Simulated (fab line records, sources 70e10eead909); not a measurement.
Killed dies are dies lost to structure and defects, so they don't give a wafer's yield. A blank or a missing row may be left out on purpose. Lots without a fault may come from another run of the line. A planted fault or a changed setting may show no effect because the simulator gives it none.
Tool commonality check | flow nand_harc | 14 lots, 42 wafers sampled

WHY IT WAS OPENED
At NHARC_A_ONON_D1_THK_MEAS_24 the reading thk_nm is flagged on 2 of 14 lots. Wafers without a fault read 1001 nm, standard deviation 9.5.
Rule: a lot is flagged when every wafer of it that has a number lies more than 4 standard deviations from that mean, or none has a number. The other lots count as sound.

lot  | measured     | on            | thk_nm (nm), wafer by wafer | flag
L898 | day 8 04:31  | film_metro-02 | 1003 1003 1002              |
L900 | day 8 23:01  | film_metro-01 | 984 984 984                 |
L902 | day 9 16:17  | film_metro-01 | 984 983 983                 |
L903 | day 10 04:01 | film_metro-01 | 1009 1007 1009              |
L904 | day 10 21:47 | film_metro-02 | 1009 1007 1009              |
L907 | day 12 08:28 | film_metro-02 | 1000 1003 1003              |
L908 | day 12 08:41 | film_metro-02 | 993 991 992                 |
L910 | day 13 03:17 | film_metro-02 | 706 706 706                 | FLAGGED
L913 | day 14 10:07 | film_metro-02 | 709 709 711                 | FLAGGED
L914 | day 15 11:08 | film_metro-01 | 1003 1002 1001              |
L917 | day 16 00:47 | film_metro-02 | 1002 1003 1001              |
L918 | day 16 16:40 | film_metro-01 | 1016 1015 1017              |
L919 | day 17 05:14 | film_metro-01 | 1003 1003 1004              |
L920 | day 17 09:16 | film_metro-01 | 1008 1008 1007              |
The numbers of the flagged lots are 708 nm on average: -293 nm against the usual, or -31 standard deviations.

WHICH TOOL RAN EACH LOT
The record holds 1 process step before the reading, out of a route of 1302 steps. In each cell: the tool, then ch and the chambers that the sampled wafers went through, then the start.
lot  | flag    | NHARC_A_ONON_D1_DEP_22
L898 |         | pecvd_onon-03 ch 0, day 8 04:07
L900 |         | pecvd_onon-03 ch 0, day 8 22:31
L902 |         | pecvd_onon-02 ch 0, day 9 15:49
L903 |         | pecvd_onon-03 ch 0, day 10 03:31
L904 |         | pecvd_onon-01 ch 0, day 10 21:19
L907 |         | pecvd_onon-03 ch 0, day 12 07:56
L908 |         | pecvd_onon-02 ch 0, day 12 08:13
L910 | FLAGGED | pecvd_onon-02 ch 0, day 13 02:46
L913 | FLAGGED | pecvd_onon-02 ch 0, day 14 09:37
L914 |         | pecvd_onon-01 ch 0, day 15 10:37
L917 |         | pecvd_onon-01 ch 0, day 16 00:16
L918 |         | pecvd_onon-03 ch 0, day 16 16:16
L919 |         | pecvd_onon-03 ch 0, day 17 04:47
L920 |         | pecvd_onon-03 ch 0, day 17 08:46
What these steps do:
- NHARC_A_ONON_D1_DEP_22: target thk 1000 nm.
- NHARC_A_ONON_D1_THK_MEAS_24: measures by ellipsometry.

FLAGGED OVER TOTAL, TOOL BY TOOL (the gauges that took the reading come last)
step                        | tool          | lots run | flagged | share of the flagged lots | sound lots run after its first flagged lot
NHARC_A_ONON_D1_DEP_22      | pecvd_onon-01 | 3        | 0       | none                      | -
NHARC_A_ONON_D1_DEP_22      | pecvd_onon-02 | 4        | 2       | all                       | 0
NHARC_A_ONON_D1_DEP_22      | pecvd_onon-03 | 7        | 0       | none                      | -
NHARC_A_ONON_D1_THK_MEAS_24 | film_metro-01 | 7        | 0       | none                      | -
NHARC_A_ONON_D1_THK_MEAS_24 | film_metro-02 | 7        | 2       | all                       | 1 (L917)

WHAT THE TABLE ALLOWS
2 rows of the table ran every flagged lot: pecvd_onon-02 at NHARC_A_ONON_D1_DEP_22, film_metro-02 at NHARC_A_ONON_D1_THK_MEAS_24.
- pecvd_onon-02 at NHARC_A_ONON_D1_DEP_22: 2 of its 4 lots flagged. Its last sound lot is L908 (day 12 08:13), its first flagged lot L910 (day 13 02:46): a fault that began between those two fits.
- film_metro-02 at NHARC_A_ONON_D1_THK_MEAS_24: 2 of its 7 lots flagged. Sound lots ran on it after the first flagged one (L917), which a lasting fault on the whole tool wouldn't allow.
One tool is left: pecvd_onon-02 at NHARC_A_ONON_D1_DEP_22.

WHAT THE SIMULATOR HAD PUT IN
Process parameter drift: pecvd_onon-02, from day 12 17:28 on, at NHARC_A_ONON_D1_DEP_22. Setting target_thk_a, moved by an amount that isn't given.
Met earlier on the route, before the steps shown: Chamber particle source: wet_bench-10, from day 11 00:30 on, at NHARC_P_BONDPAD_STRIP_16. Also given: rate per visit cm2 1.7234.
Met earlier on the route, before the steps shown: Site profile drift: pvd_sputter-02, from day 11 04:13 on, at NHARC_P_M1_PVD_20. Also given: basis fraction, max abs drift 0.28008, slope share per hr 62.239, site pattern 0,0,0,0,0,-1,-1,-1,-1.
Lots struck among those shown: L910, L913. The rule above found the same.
